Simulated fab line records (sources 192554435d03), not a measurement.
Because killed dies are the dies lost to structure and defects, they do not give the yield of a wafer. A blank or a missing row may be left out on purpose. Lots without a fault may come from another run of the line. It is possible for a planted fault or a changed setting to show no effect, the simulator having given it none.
fab line records	flow n5Finfet
[record] lots = 7	wafers = 39
route steps=1938 shown HKMG_FIN@448 MOL_CONTACT_COAG@584 BEOL_M1@751 BEOL_M3@980 BEOL_M8@1348 BEOL_M9@1440 BEOL_M11@1575
startH: the number of hours between the record's first day and the start of the first shown wafer of the lot	waitH: hours since the lot's step before	" unchanged from the row above	L1.1+2: a single row standing in for several wafers	- no value present, or no start provided	* or withheld: withheld	< > ~ a bound
route shown NAME@n: names a module that has steps shown in the file, with the first one's number in the route	usual: average and standard deviation across the fault-free wafers	same: alike in all rows	chamber/n: place in a boat	sites: each site's reading	_std_site: standard deviation of those values	_edge_site: mean of outer sites minus mean of inner sites	radiusMm: how far each site lies from the wafer's centre	mask NAME#n: copy n	behind: the last tool/chamber to shape the wafer	hold: why the lot went on hold/how many hours it stayed there/how the hold came to an end	device: transistor that didn't switch, given as n, p or np	end of line: tests of these same wafers at the route's end	a step without rows: its recipe alone	killed: dies that structure and defects cost at the first sort, which is not the same as the wafer's yield	map: dies across one wafer; x = killed, . = not, _ = none there
set.NAME: the setting as run; set.NAME@STEP: as run at that earlier step	model.NAME: the simulator's own value behind a step, which no gauge read
lots where settings were altered on purpose, with a table for each step and a row for each wafer
[[steps]]
[step N5_HKMG_FIN_NWFM_ALD_20]
[recipe] material = TiAlC	targetThkA = 20	tempC = 300	aldPrecursorFamily = TiCl4	aldCoReactant = TEA	pulseTimeS = 3	purgeTimeS = 2	coReactantPurgeTimeS = 2	coReactantPulseTimeS = 10	aldCycles = 7	pressureTorr = 3
lot.wafer	tool	chamber	startH	waitH	set.aldCycles	model.TiAlC_of_HKMG_FIN_NWFM_ALD_20.thkNm
L074.1+2+4	aldMetal-04	1,2,0	85.64	0.3	7	2
L074.3+5+6	"	3,3,0	"	"	5	1.4
L076.1+2+3+4+5+6	aldMetal-02	2,3,0,1,3,2	90.98	0.3	7	2
L085.1+2+3	aldMetal-02	3,0,1	163.11	0.3	7	2
L088.1+2+3	aldMetal-01	0,1,3	175.48	0.3	7	2
L088.4+5+6	"	2,3,2	"	"	4	1.2
L095.1+2+4	aldMetal-04	1,3,2	202.50	0.3	4	1.2
L095.3+5+6	"	0,0,1	"	"	7	2
L096.1+5+6	aldMetal-01	1,1,0	210.25	0.3	7	2
L096.2+3+4	"	2,3,0	"	"	9	2.6
L097.1+3+6	aldMetal-04	0,3,2	219.91	0.3	7	2
L097.2+4+5	"	1,2,3	"	"	10	2.8
[step N5_MOL_CONTACT_COAG_ETCHBACK_135]
[recipe] chemistry = CHF3	target = SiO2	targetDepthA = 250	timeS = 16.7	ionEnergyEv = 200	pressureMtorr = 30	sourceW = 610	biasW = 170	Ar_flow_sccm = 200	CHF3_flow_sccm = 50
lot.wafer	tool	chamber	startH	waitH	set.timeS	model.SOC_of_MOL_CONTACT_COAG_COAT_75.thkNm
L074.1+2+3+6	rieDiel-03	0,1,2,1	114.97	0.0	16.7	57.6
L074.4	"	0	"	"	16.7	58
L074.5	"	2	"	"	16.7	57.8
L076.1+3	rieDiel-03	2,0	118.01	0.0	16.7	57.4
L076.2+4+5	"	1,1,0	"	"	10.69	58.4
L076.6	"	2	"	"	16.7	57.2
L085.1+2	rieDiel-03	1,2	188.23	0.0	16.7	57.6
L085.3	"	3	"	"	16.7	57.4
L088.1+6	rieDiel-05	3	203.92	0.0	12.64	58.2
L088.2+3	"	1,2	"	"	16.7	57.4
L088.4	"	0	"	"	16.7	57.6
L088.5	"	2	"	"	12.64	58
L095.1+2+3+5+6	rieDiel-05	2,0,1,0,3	222.88	0.0	16.7	57
L095.4	"	3	"	"	16.7	57.2
L096.1	rieDiel-04	1	232.16	0.0	16.7	57.4
L096.2+5	"	0	"	"	16.7	57.2
L096.3+4+6	"	2,1,2	"	"	16.7	57
L097.1+5	rieDiel-04	1,0	240.48	0.0	16.7	57.6
L097.2	"	0	"	"	16.7	57.4
L097.3	"	2	"	"	11.92	58.4
L097.4+6	"	1,2	"	"	11.92	58.2
[step N5_BEOL_M1_ILD_DEP_00]
[recipe] material = SiOC	targetThkA = 790	tempC = 350	precursor = DEMS/O2	pressureTorr = 5	rfW = 500	timeS = 15.3
lot.wafer	tool	chamber	startH	waitH	set.timeS	model.SiOC_of_BEOL_M1_ILD_DEP_00.thkNm
L074.1	pecvd-03	2	131.50	0.0	15.3	78
L074.2	"	0	"	"	15.3	77.6
L074.3	"	1	"	"	15.3	79
L074.4	"	1	"	"	21.84	113.8
L074.5	"	2	"	"	21.84	114
L074.6	"	0	"	"	21.84	112.8
L076.1	pecvd-04	0	137.08	0.0	15.3	78.4
L076.2	"	1	"	"	15.3	78.6
L076.3	"	2	"	"	15.3	76.4
L076.4	"	1	"	"	15.3	79.2
L076.5	"	2	"	"	15.3	79
L076.6	"	0	"	"	15.3	80.2
L085.1	pecvd-03	0	213.35	0.0	15.3	77.2
L085.2	"	1	"	"	15.3	79
L085.3	"	2	"	"	15.3	77.6
L088.1	pecvd-04	1	221.83	0.0	15.3	78
L088.2	"	0	"	"	15.3	78.8
L088.3	"	1	"	"	15.3	79.6
L088.4+6	"	0,1	"	"	15.3	80.4
L088.5	"	0	"	"	15.3	81
L095.1	pecvd-04	1	246.95	0.0	15.3	77
L095.2	"	0	"	"	24.25	123.4
L095.3	"	2	"	"	15.3	78.2
L095.4+5	"	2,1	"	"	24.25	124.6
L095.6	"	0	"	"	15.3	80.2
L096.1	pecvd-03	1	250.07	0.0	8.309	44.2
L096.2	"	0	"	"	8.309	40.6
L096.3	"	2	"	"	15.3	78.2
L096.4	"	2	"	"	8.309	44
L096.5	"	0	"	"	15.3	77.4
L096.6	"	1	"	"	15.3	80.4
L097.1	pecvd-03	0	265.65	0.0	9.176	46.4
L097.2+5	"	1,2	"	"	15.3	79.2
L097.3+4	"	2,1	"	"	9.176	47.8
L097.6	"	0	"	"	15.3	78.2
[step N5_BEOL_M1_THK_MEAS_01]
[recipe] reads = SiOC_of_BEOL_M1_ILD_DEP_00
[usual] M1_ILD_THK = 79.2/1.3
lot.wafer	tool	chamber	startH	waitH	set.timeS@BEOL_M1_ILD_DEP_00	M1_ILD_THK[nm]
L074.1	filmMetro-02	-	131.56	0.0	15.3	77.9
L074.2	"	-	"	"	15.3	77.6
L074.3	"	-	"	"	15.3	79.1
L074.4	"	-	"	"	21.84	113.8
L074.5	"	-	"	"	21.84	113.9
L074.6	"	-	"	"	21.84	112.9
L076.1	filmMetro-02	-	137.15	0.0	15.3	78.5
L076.2	"	-	"	"	15.3	78.6
L076.3	"	-	"	"	15.3	76.4
L076.4	"	-	"	"	15.3	79.1
L076.5	"	-	"	"	15.3	79.0
L076.6	"	-	"	"	15.3	80.1
L085.1	filmMetro-01	-	213.42	0.0	15.3	77.2
L085.2	"	-	"	"	15.3	79.0
L085.3	"	-	"	"	15.3	77.6
L088.1	filmMetro-01	-	221.91	0.1	15.3	77.9
L088.2	"	-	"	"	15.3	78.9
L088.3	"	-	"	"	15.3	79.6
L088.4	"	-	"	"	15.3	80.4
L088.5	"	-	"	"	15.3	80.9
L088.6	"	-	"	"	15.3	80.3
L095.1	filmMetro-02	-	247.02	0.0	15.3	77.0
L095.2	"	-	"	"	24.25	123.5
L095.3	"	-	"	"	15.3	78.2
L095.4	"	-	"	"	24.25	124.7
L095.5	"	-	"	"	24.25	124.5
L095.6	"	-	"	"	15.3	80.2
L096.1	filmMetro-01	-	250.13	0.0	8.309	44.3
L096.2	"	-	"	"	8.309	40.6
L096.3	"	-	"	"	15.3	78.3
L096.4	"	-	"	"	8.309	44.1
L096.5	"	-	"	"	15.3	77.4
L096.6	"	-	"	"	15.3	80.5
L097.1	filmMetro-02	-	265.72	0.0	9.176	46.5
L097.2	"	-	"	"	15.3	79.1
L097.3	"	-	"	"	9.176	47.8
L097.4	"	-	"	"	9.176	47.9
L097.5	"	-	"	"	15.3	79.3
L097.6	"	-	"	"	15.3	78.1
[step N5_BEOL_M3_TRENCH_ETCH_37]
[recipe] chemistry = C4F6/O2	targetDepthA = 555.55	target = SiOC	timeS = 29.2	ionEnergyEv = 250	pressureMtorr = 30	sourceW = 355	biasW = 185	Ar_flow_sccm = 300	C4F6_flow_sccm = 10	O2_flow_sccm = 10
lot.wafer	tool	chamber	startH	waitH	set.targetDepthA	model.etch.depthNm	model.BEOL_M3.featureDepthNm
L074.1	rieDiel-02	0	-	-	555.55	55.37	55.4
L074.2	"	3	"	"	555.55	54.32	54.4
L074.3	"	1	"	"	555.55	54.36	54.4
L074.4	"	2	"	"	555.55	54.2	54.2
L074.5	"	2	"	"	555.55	54.08	54
L074.6	"	3	"	"	555.55	54.7	54.6
L076.1	rieDiel-01	0	-	-	639.2	65.86	65.8
L076.2	"	1	"	"	555.55	54.43	54.4
L076.3	"	2	"	"	555.55	55.86	55.8
L076.4	"	3	"	"	639.2	62.04	62
L076.5	"	3	"	"	555.55	53.94	54
L076.6	"	2	"	"	639.2	64.7	64.6
L085.1	rieDiel-01	0	-	-	555.55	57.05	57
L085.2	"	2	"	"	555.55	56	56
L085.3	"	1	"	"	555.55	53.78	53.8
L088.1	rieDiel-06	1	-	-	342.9	34.38	34.4
L088.2	"	3	"	"	342.9	34.15	34.2
L088.3	"	0	"	"	555.55	56.83	56.8
L088.4	"	2	"	"	555.55	56.5	56.4
L088.5	"	0	"	"	342.9	35.1	35
L088.6	"	3	"	"	555.55	55.73	55.8
L095.1	rieDiel-06	1	-	-	843.2	84.75	84.8
L095.2	"	0	"	"	843.2	86.68	86.6
L095.3	"	3	"	"	555.55	55.72	55.8
L095.4	"	2	"	"	555.55	56.69	56.6
L095.5	"	2	"	"	555.55	57.32	57.4
L095.6	"	3	"	"	843.2	84.02	84
L096.1	rieDiel-02	3	-	-	555.55	55.34	55.4
L096.2	"	0	"	"	425.1	41.76	41.8
L096.3	"	2	"	"	425.1	42.34	42.4
L096.4	"	1	"	"	555.55	54.48	54.4
L096.5	"	0	"	"	555.55	54.46	54.4
L096.6	"	3	"	"	425.1	42.43	42.4
L097.1	rieDiel-01	1	-	-	715.5	67.96	68
L097.2	"	3	"	"	555.55	55.49	55.4
L097.3	"	2	"	"	555.55	54.99	55
L097.4	"	0	"	"	555.55	57.53	57.6
L097.5	"	2	"	"	715.5	70	70
L097.6	"	3	"	"	715.5	70.71	70.8
[step N5_BEOL_M3_ETCH_41]
[recipe] chemistry = CH3F/O2	target = SiCN	targetDepthA = 299	taperDeg = 2	timeS = 52.5	ionEnergyEv = 120	maskMaterial = TiN	pressureMtorr = 30	sourceW = 395	biasW = 75	Ar_flow_sccm = 150	CH3F_flow_sccm = 30	O2_flow_sccm = 20
[step N5_BEOL_M3_STRIP_97]
[recipe] chemistry = N2/H2	timeS = 10	powerW = 450	tempC = 40	pressureMtorr = 20	rfFrequencyHz = 6e+07	biasPowerW = 7	n2FlowSccm = 200	h2FlowSccm = 200
[step N5_BEOL_M3_OCD_MEAS_38]
[usual] trenchDepthNm = 55.4/1.4
lot.wafer	tool	chamber	startH	waitH	set.targetDepthA@BEOL_M3_TRENCH_ETCH_37	trenchDepthNm
L074.1	ocd-01	-	152.55	-	555.55	55.0
L074.2	"	-	"	"	555.55	54.5
L074.3	"	-	"	"	555.55	54.7
L074.4	"	-	"	"	555.55	54.0
L074.5	"	-	"	"	555.55	53.8
L074.6	"	-	"	"	555.55	54.4
L076.1	ocd-01	-	162.32	-	639.2	65.3
L076.2	"	-	"	"	555.55	54.5
L076.3	"	-	"	"	555.55	55.9
L076.4	"	-	"	"	639.2	62.2
L076.5	"	-	"	"	555.55	53.6
L076.6	"	-	"	"	639.2	64.5
L085.1	ocd-01	-	235.49	-	555.55	56.7
L085.2	"	-	"	"	555.55	55.3
L085.3	"	-	"	"	555.55	53.5
L088.1	ocd-01	-	248.33	-	342.9	34.3
L088.2	"	-	"	"	342.9	34.2
L088.3	"	-	"	"	555.55	56.6
L088.4	"	-	"	"	555.55	56.5
L088.5	"	-	"	"	342.9	35.0
L088.6	"	-	"	"	555.55	55.9
L095.1	ocd-02	-	274.66	-	843.2	85.3
L095.2	"	-	"	"	843.2	86.3
L095.3	"	-	"	"	555.55	55.5
L095.4	"	-	"	"	555.55	56.6
L095.5	"	-	"	"	555.55	57.2
L095.6	"	-	"	"	843.2	84.1
L096.1	ocd-02	-	289.19	-	555.55	55.3
L096.2	"	-	"	"	425.1	41.6
L096.3	"	-	"	"	425.1	42.2
L096.4	"	-	"	"	555.55	55.3
L096.5	"	-	"	"	555.55	54.7
L096.6	"	-	"	"	425.1	42.7
L097.1	ocd-02	-	299.02	-	715.5	68.2
L097.2	"	-	"	"	555.55	55.6
L097.3	"	-	"	"	555.55	55.6
L097.4	"	-	"	"	555.55	57.5
L097.5	"	-	"	"	715.5	70.2
L097.6	"	-	"	"	715.5	70.1
[step N5_BEOL_M8_DESCUM_16]
[recipe] chemistry = O2	timeS = 7.9	sourcePowerW = 50	biasPowerW = 20	pressureMtorr = 20	rfFrequencyHz = 2.712e+07	tempC = 40	resist = CAR-ArF	o2FlowSccm = 225
lot.wafer	tool	chamber	startH	waitH	set.timeS	model.CAR-ArF_of_BEOL_M8_COAT_05.thkNm
L074.1	rieDiel-03	2	200.40	0.3	7.9	83.4
L074.2	"	3	"	"	7.9	83.8
L074.3	"	1	"	"	9.247	83
L074.4	"	3	"	"	9.247	82.6
L074.5	"	1	"	"	9.247	82.8
L074.6	"	2	"	"	7.9	83.6
L076.1+2+3+4	rieDiel-04	3,0,1,1	212.37	0.0	7.9	83.6
L076.5	"	3	"	"	7.9	83.4
L076.6	"	0	"	"	7.9	83.8
L085.1	rieDiel-05	1	286.15	0.0	7.9	83.4
L085.2+3	"	0,3	"	"	7.9	83.6
L088.1+3	rieDiel-04	0,1	299.32	0.0	5.713	84.6
L088.2+4+6	"	3,2,0	"	"	7.9	83.4
L088.5	"	3	"	"	5.713	85
L095.1	rieDiel-03	2	331.63	0.0	7.9	83.8
L095.2	"	0	"	"	11.55	81.2
L095.3	"	1	"	"	11.55	81.6
L095.4	"	2	"	"	11.55	81.4
L095.5+6	"	0,1	"	"	7.9	83.6
L096.1+3	rieDiel-05	3,1	332.14	0.3	7.9	83.2
L096.2+5	"	0	"	"	7.9	83.4
L096.4+6	"	2,1	"	"	7.9	83.6
L097.1	rieDiel-03	0	345.92	0.1	6.528	84.2
L097.2+3	"	1,2	"	"	6.528	84.6
L097.4	"	2	"	"	7.9	83.4
L097.5+6	"	0,1	"	"	7.9	84
[step N5_BEOL_M8_ETCH_61]
[recipe] chemistry = CF4	target = SiARC	targetDepthA = 455	maskMaterial = CAR-ArF	timeS = 75.8	ionEnergyEv = 80	pressureMtorr = 40	sourceW = 545	biasW = 36	Ar_flow_sccm = 100	cf4FlowSccm = 100	ends = cleared
lot.wafer	tool	chamber	startH	waitH	set.timeS@BEOL_M8_DESCUM_16	model.CAR-ArF_of_BEOL_M8_COAT_05.thkNm
L074.1+6	rieDiel-03	2	200.44	0.0	7.9	51.2
L074.2	"	3	"	"	7.9	51.4
L074.3	"	1	"	"	9.247	50.6
L074.4	"	3	"	"	9.247	50.2
L074.5	"	1	"	"	9.247	50.4
L076.1+2+4	rieDiel-04	3,0,1	212.40	0.0	7.9	50.8
L076.3	"	1	"	"	7.9	51
L076.5	"	3	"	"	7.9	50.6
L076.6	"	0	"	"	7.9	51.2
L085.1+2+3	rieDiel-05	1,0,3	286.19	0.0	7.9	50.8
L088.1	rieDiel-04	0	299.36	0.0	5.713	52
L088.2+4+6	"	3,2,0	"	"	7.9	50.6
L088.3	"	1	"	"	5.713	51.8
L088.5	"	3	"	"	5.713	52.4
L095.1+6	rieDiel-03	2,1	331.66	0.0	7.9	51.2
L095.2	"	0	"	"	11.55	48.6
L095.3	"	1	"	"	11.55	49
L095.4	"	2	"	"	11.55	48.8
L095.5	"	0	"	"	7.9	51
L096.1+3	rieDiel-05	3,1	332.17	0.0	7.9	50.6
L096.2	"	0	"	"	7.9	50.8
L096.4+5+6	"	2,0,1	"	"	7.9	51
L097.1	rieDiel-03	0	345.96	0.0	6.528	51.8
L097.2+3	"	1,2	"	"	6.528	52.2
L097.4	"	2	"	"	7.9	50.8
L097.5+6	"	0,1	"	"	7.9	51.4
[step N5_BEOL_M9_ETCH_66]
[recipe] chemistry = N2/H2	target = SOC	targetDepthA = 800	overetchA = 160	maskMaterial = SiARC	tempC = 40	timeS = 120	ionEnergyEv = 200	pressureMtorr = 30	sourceW = 840	biasW = 150	n2FlowSccm = 200	h2FlowSccm = 200
lot.wafer	tool	chamber	startH	waitH	set.timeS	model.etch.depthNm	model.SiARC_of_BEOL_M9_COAT_64.thkNm
L074.1	rieDiel-02	0	208.84	0.0	188.3	59.69	3.4
L074.2	"	3	"	"	120	59.86	6.8
L074.3	"	1	"	"	120	59.78	6.4
L074.4	"	3	"	"	120	59.86	6.6
L074.5	"	1	"	"	188.3	60.12	3.4
L074.6	"	0	"	"	188.3	59.82	3.4
L076.1	rieDiel-01	1	223.08	0.0	120	59.85	6.6
L076.2	"	3	"	"	120	59.84	6.6
L076.3	"	0	"	"	120	59.8	6.4
L076.4	"	0	"	"	120	59.61	6.4
L076.5	"	3	"	"	120	59.88	6.4
L076.6	"	1	"	"	120	59.93	6.4
L085.1	rieDiel-01	2	293.41	0.0	120	59.86	6.4
L085.2	"	1	"	"	120	59.84	6.6
L085.3	"	0	"	"	120	59.95	6.2
L088.1+5	rieDiel-06	3,2	306.73	0.0	120	60.14	6.2
L088.2	"	0	"	"	120	59.99	6
L088.3	"	2	"	"	120	60.12	6.2
L088.4	"	0	"	"	120	60.12	6
L088.6	"	3	"	"	120	60.22	6.2
L095.1	rieDiel-06	3	343.65	0.0	120	60.13	6.4
L095.2	"	0	"	"	68.25	56.47	8.6
L095.3	"	2	"	"	120	60.24	6.4
L095.4	"	1	"	"	68.25	55.28	8.8
L095.5	"	2	"	"	120	60.1	6.4
L095.6	"	3	"	"	68.25	57.12	8.8
L096.1	rieDiel-02	3	343.71	0.0	120	59.77	6.4
L096.2	"	1	"	"	64.21	50.64	9
L096.3	"	0	"	"	64.21	49.14	9
L096.4	"	2	"	"	120	59.78	6.2
L096.5	"	2	"	"	64.21	51.23	8.8
L096.6	"	3	"	"	120	59.83	6.4
L097.1	rieDiel-01	0	357.94	0.0	99.41	59.6	7.2
L097.2	"	3	"	"	120	59.92	6.4
L097.3	"	2	"	"	99.41	59.84	7.4
L097.4	"	1	"	"	120	59.95	6.6
L097.5	"	0	"	"	99.41	59.98	7.2
L097.6	"	1	"	"	120	60.04	6.6
[step N5_BEOL_M11_VIA_ETCH_34]
[recipe] chemistry = C4F6/O2	target = SiCOH_lowk	targetDepthA = 1845	maskMaterial = SOC	taperDeg = 4	timeS = 69.2	ionEnergyEv = 250	pressureMtorr = 30	sourceW = 345	biasW = 185	Ar_flow_sccm = 300	C4F6_flow_sccm = 10	O2_flow_sccm = 10
lot.wafer	tool	chamber	startH	waitH	set.timeS	model.etch.depthNm	model.SOC_of_BEOL_M11_COAT_63.thkNm
L074.1	rieDiel-01	2	224.14	0.0	69.2	184.9	92.2
L074.2	"	1	"	"	55.91	145.1	94.4
L074.3	"	0	"	"	69.2	188.9	92
L074.4	"	3	"	"	55.91	145.9	94
L074.5	"	2	"	"	69.2	185.8	92.4
L074.6	"	3	"	"	55.91	146	94
L076.1	rieDiel-02	0	238.42	0.0	69.2	181.7	91.8
L076.2	"	2	"	"	69.2	187.2	92.4
L076.3	"	1	"	"	69.2	182.2	91.8
L076.4	"	2	"	"	69.2	185.1	92.4
L076.5	"	1	"	"	69.2	181.3	91.8
L076.6	"	0	"	"	69.2	181.1	92
L085.1	rieDiel-02	0	307.12	0.0	69.2	182.2	92
L085.2	"	3	"	"	69.2	188.6	92
L085.3	"	2	"	"	69.2	186.9	92.2
L088.1	rieDiel-01	3	322.12	0.0	69.2	182.8	91.8
L088.2	"	0	"	"	69.2	187.3	91.4
L088.3	"	2	"	"	69.2	183.1	91.6
L088.4	"	1	"	"	69.2	176.8	92.4
L088.5	"	1	"	"	69.2	176.1	92
L088.6	"	0	"	"	69.2	188.1	91.6
L095.1	rieDiel-02	2	357.76	0.0	95.56	257.7	89
L095.2	"	0	"	"	95.56	251.6	89
L095.3	"	3	"	"	69.2	187.6	91.6
L095.4	"	2	"	"	69.2	186.6	92
L095.5	"	0	"	"	95.56	247.7	89
L095.6	"	3	"	"	69.2	188.2	91.8
L096.1	rieDiel-06	0	360.94	0.0	69.2	188.7	91.4
L096.2	"	2	"	"	80.62	218.2	90
L096.3	"	3	"	"	69.2	188.8	91.4
L096.4	"	1	"	"	69.2	188.7	91.8
L096.5	"	3	"	"	80.62	219.7	90
L096.6	"	2	"	"	80.62	219.7	89.4
L097.1	rieDiel-06	3	374.08	0.0	49.53	134.2	94.2
L097.2	"	0	"	"	49.53	134.6	94.2
L097.3	"	2	"	"	69.2	188.6	91.6
L097.4	"	1	"	"	69.2	188.3	91.8
L097.5	"	2	"	"	69.2	188.6	91.4
L097.6	"	3	"	"	49.53	135	94.2
[[key]]
[split] step = N5_HKMG_FIN_NWFM_ALD_20	setting = aldCycles	stated = 7	by = wafer
[response] step = N5_HKMG_FIN_NWFM_ALD_20	reading = model.TiAlC_of_HKMG_FIN_NWFM_ALD_20.thkNm	change = +0.0192	per = 1%	r = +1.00
[split] step = N5_MOL_CONTACT_COAG_ETCHBACK_135	setting = timeS	stated = 16.7	by = wafer
[response] step = N5_MOL_CONTACT_COAG_ETCHBACK_135	reading = model.SOC_of_MOL_CONTACT_COAG_COAT_75.thkNm	change = -0.0279	per = 1%	r = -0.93
[split] step = N5_BEOL_M1_ILD_DEP_00	setting = timeS	stated = 15.3	by = wafer
[response] step = N5_BEOL_M1_ILD_DEP_00	reading = model.SiOC_of_BEOL_M1_ILD_DEP_00.thkNm	change = +0.792	per = 1%	r = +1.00
[response] step = N5_BEOL_M1_THK_MEAS_01	reading = M1_ILD_THK	change = +0.792	per = 1%	r = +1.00
[split] step = N5_BEOL_M3_TRENCH_ETCH_37	setting = targetDepthA	stated = 555.55	by = wafer
[response] step = N5_BEOL_M3_TRENCH_ETCH_37	reading = model.etch.depthNm	change = +0.546	per = 1%	r = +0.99
[response] step = N5_BEOL_M3_TRENCH_ETCH_37	reading = model.BEOL_M3.featureDepthNm	change = +0.546	per = 1%	r = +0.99
[response] step = N5_BEOL_M3_OCD_MEAS_38	reading = trenchDepthNm	change = +0.548	per = 1%	r = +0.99
[split] step = N5_BEOL_M8_DESCUM_16	setting = timeS	stated = 7.9	by = wafer
[response] step = N5_BEOL_M8_DESCUM_16	reading = model.CAR-ArF_of_BEOL_M8_COAT_05.thkNm	change = -0.0478	per = 1%	r = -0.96
[response] step = N5_BEOL_M8_ETCH_61	reading = model.CAR-ArF_of_BEOL_M8_COAT_05.thkNm	change = -0.051	per = 1%	r = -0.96
[split] step = N5_BEOL_M9_ETCH_66	setting = timeS	stated = 120	by = wafer
[response] step = N5_BEOL_M9_ETCH_66	reading = model.etch.depthNm	shape = bent	atLowest = 50.34	atStated = 59.95	atHighest = 59.88
[response] step = N5_BEOL_M9_ETCH_66	reading = model.SiARC_of_BEOL_M9_COAT_64.thkNm	change = -0.0551	per = 1%	r = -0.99
[split] step = N5_BEOL_M11_VIA_ETCH_34	setting = timeS	stated = 69.2	by = wafer
[response] step = N5_BEOL_M11_VIA_ETCH_34	reading = model.etch.depthNm	change = +1.82	per = 1%	r = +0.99
[response] step = N5_BEOL_M11_VIA_ETCH_34	reading = model.SOC_of_BEOL_M11_COAT_63.thkNm	change = -0.0849	per = 1%	r = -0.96
